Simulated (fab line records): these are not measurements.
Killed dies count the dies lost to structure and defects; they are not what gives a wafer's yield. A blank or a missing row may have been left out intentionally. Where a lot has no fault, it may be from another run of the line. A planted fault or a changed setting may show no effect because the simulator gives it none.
The tool behind it: which one? | flow nand harc | Sampling: 13 lots, 38 wafers, 6 of 1302 route steps

## WHAT EACH GAUGE READ, for each wafer
NHARC_A_CHANNEL_FILL_D1_INSPECT_13.
lot  | measured     | on                | raw defect count
L342 | day 10 01:34 | defect inspect-01 | 284 309 275
L345 | day 11 11:31 | defect inspect-02 | 220 198 211
L346 | day 12 00:55 | defect inspect-01 | 210 183 183
L349 | day 13 14:12 | defect inspect-02 | 395 367 290
L350 | day 13 23:46 | defect inspect-01 | 365 255 203
L351 | day 14 08:30 | defect inspect-01 | 201 287 335
L354 | day 15 06:02 | defect inspect-02 | 379 366 260
L353 | day 15 06:02 | defect inspect-01 | 440 550 323
L355 | day 15 21:07 | defect inspect-02 | 309 310 224
L356 | day 15 21:06 | defect inspect-02 | 290 375 262
L358 | day 17 04:20 | defect inspect-02 | 225 198 189
L360 | day 18 00:02 | defect inspect-01 | 293 399 175
L361 | day 18 00:02 | defect inspect-02 | 222 531

NHARC_A_ONON_D2_THK_MEAS_18: measures by ellipsometry.
lot  | measured     | on            | thk nm (nm)
L342 | day 12 00:41 | film metro-02 | 1003 1002 1003
L345 | day 13 07:23 | film metro-01 | 1002 1002 1002
L346 | day 13 21:21 | film metro-02 | 1004 1005 1006
L349 | day 15 16:25 | film metro-01 | 990 989 989
L350 | day 15 19:55 | film metro-01 | 985 984 985
L351 | day 16 08:39 | film metro-01 | 1001 1003 1002
L354 | day 17 03:17 | film metro-01 | 997 997 999
L353 | day 17 03:17 | film metro-02 | 1002 1001 1001
L355 | day 17 15:54 | film metro-01 | 1011 1010 1008
L356 | day 17 15:55 | film metro-02 | 986 986 986
L358 | day 18 21:49 | film metro-01 | 1012 696 1013
L360 | day 19 20:14 | film metro-02 | 1001 1001 1001
L361 | day 19 20:00 | film metro-01 | 989 676

NHARC_END_SORT_01.
lot  | measured     | on        | killed at array | killed at other | killed at periphery | killed dies | killed open | killed short
L358 | day 30 13:56 | prober-01 | 73 672 81       | 0 0 3           | 3 5 6               | 76 677 90   | 6 7 7       | 4 2 0
L361 | day 31 21:50 | prober-01 | 86 674          | 0 2             | 3 1                 | 89 677      | 2 1         | 5 1

## WHICH TOOL RAN EACH LOT (tool, then ch and the chambers of the sampled wafers, then the start)
lot  | NHARC_A_CHANNEL_FILL_D1_ETCHBACK_20 | NHARC_A_DECK1_JOINT_DEP_16      | NHARC_A_ONON_D2_DEP_16
L342 | rie diel-04 ch 1,2,3, day 9 01:48   | pecvd-03 ch 0,1, day 11 13:54   | pecvd onon-04 ch 0, day 12 00:17
L345 | rie diel-04 ch 0,1,3, day 10 10:04  | pecvd-01 ch 1,2, day 12 20:16   | pecvd onon-02 ch 0, day 13 06:53
L346 | rie diel-12 ch 0,3, day 11 01:16    | pecvd-03 ch 0,1, day 13 10:43   | pecvd onon-04 ch 0, day 13 20:53
L349 | rie diel-12 ch 0,1,3, day 12 14:30  | pecvd-03 ch 0,1, day 15 02:22   | pecvd onon-03 ch 0, day 15 15:58
L350 | rie diel-12 ch 0,1, day 13 00:11    | pecvd-02 ch 0,1, day 15 08:53   | pecvd onon-02 ch 0, day 15 19:25
L351 | rie diel-04 ch 1,2,3, day 13 08:55  | pecvd-01 ch 1,2, day 15 21:17   | pecvd onon-04 ch 0, day 16 08:08
L354 | rie diel-12 ch 0,2,3, day 14 05:05  | pecvd-03 ch 0,1,2, day 16 16:29 | pecvd onon-04 ch 0, day 17 02:46
L353 | rie diel-03 ch 0,2,3, day 14 05:05  | pecvd-02 ch 0,1, day 16 16:28   | pecvd onon-02 ch 0, day 17 02:50
L355 | rie diel-12 ch 0,1,2, day 14 20:45  | pecvd-01 ch 0,2, day 17 04:59   | pecvd onon-03 ch 0, day 17 15:27
L356 | rie diel-03 ch 1,2,3, day 14 20:45  | pecvd-03 ch 0,1, day 17 05:03   | pecvd onon-04 ch 0, day 17 15:31
L358 | rie diel-12 ch 1,2, day 16 04:46    | pecvd-03 ch 0,1,2, day 18 11:16 | pecvd onon-04 ch 0, day 18 21:19
L360 | rie diel-04 ch 0,1,2, day 17 00:27  | pecvd-01 ch 0,1,2, day 19 09:28 | pecvd onon-03 ch 0, day 19 19:46
L361 | rie diel-12 ch 0,2, day 17 00:28    | pecvd-03 ch 0,2, day 19 09:34   | pecvd onon-04 ch 0, day 19 19:40
- NHARC_A_CHANNEL_FILL_D1_ETCHBACK_20: etches the open film in C4F8/O2/Ar, target depth 27 nm, time 13.5 s.
- NHARC_A_DECK1_JOINT_DEP_16: deposits SiO2, target thk 45 nm.
- NHARC_A_ONON_D2_DEP_16: target thk 1000 nm.

## WHAT THE TOOLS THEMSELVES READ (means of the sampled wafers that have a number; where no wafer has one, the mark that the record gives instead)
NHARC_A_CHANNEL_FILL_D1_ETCHBACK_20.
lot  | tool        | chamber pressure mTorr (mTorr) | oes product au (a.u.) | rf vpp V (V)
L342 | rie diel-04 | 24.999                         | 0.99                  | 973
L345 | rie diel-04 | 25.033                         | 1.00                  | 976
L346 | rie diel-12 | 24.982                         | 0.91                  | 979
L349 | rie diel-12 | 24.996                         | 0.92                  | 983
L350 | rie diel-12 | 24.993                         | 0.99                  | 983
L351 | rie diel-04 | 24.988                         | 0.93                  | 973
L354 | rie diel-12 | 24.989                         | 1.00                  | 982
L353 | rie diel-03 | 25.019                         | 0.94                  | 980
L355 | rie diel-12 | 24.994                         | 1.00                  | 982
L356 | rie diel-03 | 25.014                         | 1.01                  | 980
L358 | rie diel-12 | 25.005                         | 0.93                  | 985
L360 | rie diel-04 | 24.973                         | 1.00                  | 975
L361 | rie diel-12 | 24.995                         | 0.92                  | 980

NHARC_A_DECK1_JOINT_DEP_16.
lot  | tool     | heater power w (W) | throttle valve pct (%)
L342 | pecvd-03 | 635                | 15.4
L345 | pecvd-01 | 531                | 16.2
L346 | pecvd-03 | 599                | 15.5
L349 | pecvd-03 | 518                | 15.8
L350 | pecvd-02 | 584                | 15.7
L351 | pecvd-01 | 537                | 15.4
L354 | pecvd-03 | 554                | 15.3
L353 | pecvd-02 | 551                | 15.7
L355 | pecvd-01 | 587                | 15.5
L356 | pecvd-03 | 603                | 15.2
L358 | pecvd-03 | 569                | 15.4
L360 | pecvd-01 | 520                | 15.5
L361 | pecvd-03 | 566                | 15.4

NHARC_A_ONON_D2_DEP_16.
lot  | tool          | n2 flow sccm (sccm)
L342 | pecvd onon-04 | 2756
L345 | pecvd onon-02 | 2759
L346 | pecvd onon-04 | 2752
L349 | pecvd onon-03 | 2748
L350 | pecvd onon-02 | 2747
L351 | pecvd onon-04 | 2762
L354 | pecvd onon-04 | 2754
L353 | pecvd onon-02 | 2764
L355 | pecvd onon-03 | 2740
L356 | pecvd onon-04 | 2744
L358 | pecvd onon-04 | 2749
L360 | pecvd onon-03 | 2747
L361 | pecvd onon-04 | 2760

## THE ANSWER, worked out from the rows above alone
Rule: the lots themselves supply what counts as usual. Put in order of their means at a reading, lots are off if they are a third of the lots or fewer, leave a main group of 4 or more, and stand apart from it by a gap of 3 or more times the standard deviation of the main group's means; of several such gaps the widest counts. If all means in a main group match to the digits the tables above print for the reading, that group is not used. A lot without any number at a reading at which 4 lots or more have one is off too. The other lots that the step has rows for count as sound. After the gauges, taken in route order, come the tools' own readings; for these a lot's mean is taken, as printed above. At the first step where some lot is off, the reading lying furthest off is the one used; lots without a number count as furthest.
Off: L358, L361, at NHARC_A_ONON_D2_THK_MEAS_18 (thk nm). For the main group the mean is 998 nm and the standard deviation 7.7.
If a tool, at a process step before that reading, ran all the lots that are off and no sound lot after the first of them, it fits. Those tools and the gauges at NHARC_A_ONON_D2_THK_MEAS_18 are tried in the same way. Can't be told from this: 4 tools fit, rie diel-12 at NHARC_A_CHANNEL_FILL_D1_ETCHBACK_20, pecvd-03 at NHARC_A_DECK1_JOINT_DEP_16, pecvd onon-04 at NHARC_A_ONON_D2_DEP_16, film metro-01 at NHARC_A_ONON_D2_THK_MEAS_18.

## WHAT THE SIMULATOR HAD INSERTED
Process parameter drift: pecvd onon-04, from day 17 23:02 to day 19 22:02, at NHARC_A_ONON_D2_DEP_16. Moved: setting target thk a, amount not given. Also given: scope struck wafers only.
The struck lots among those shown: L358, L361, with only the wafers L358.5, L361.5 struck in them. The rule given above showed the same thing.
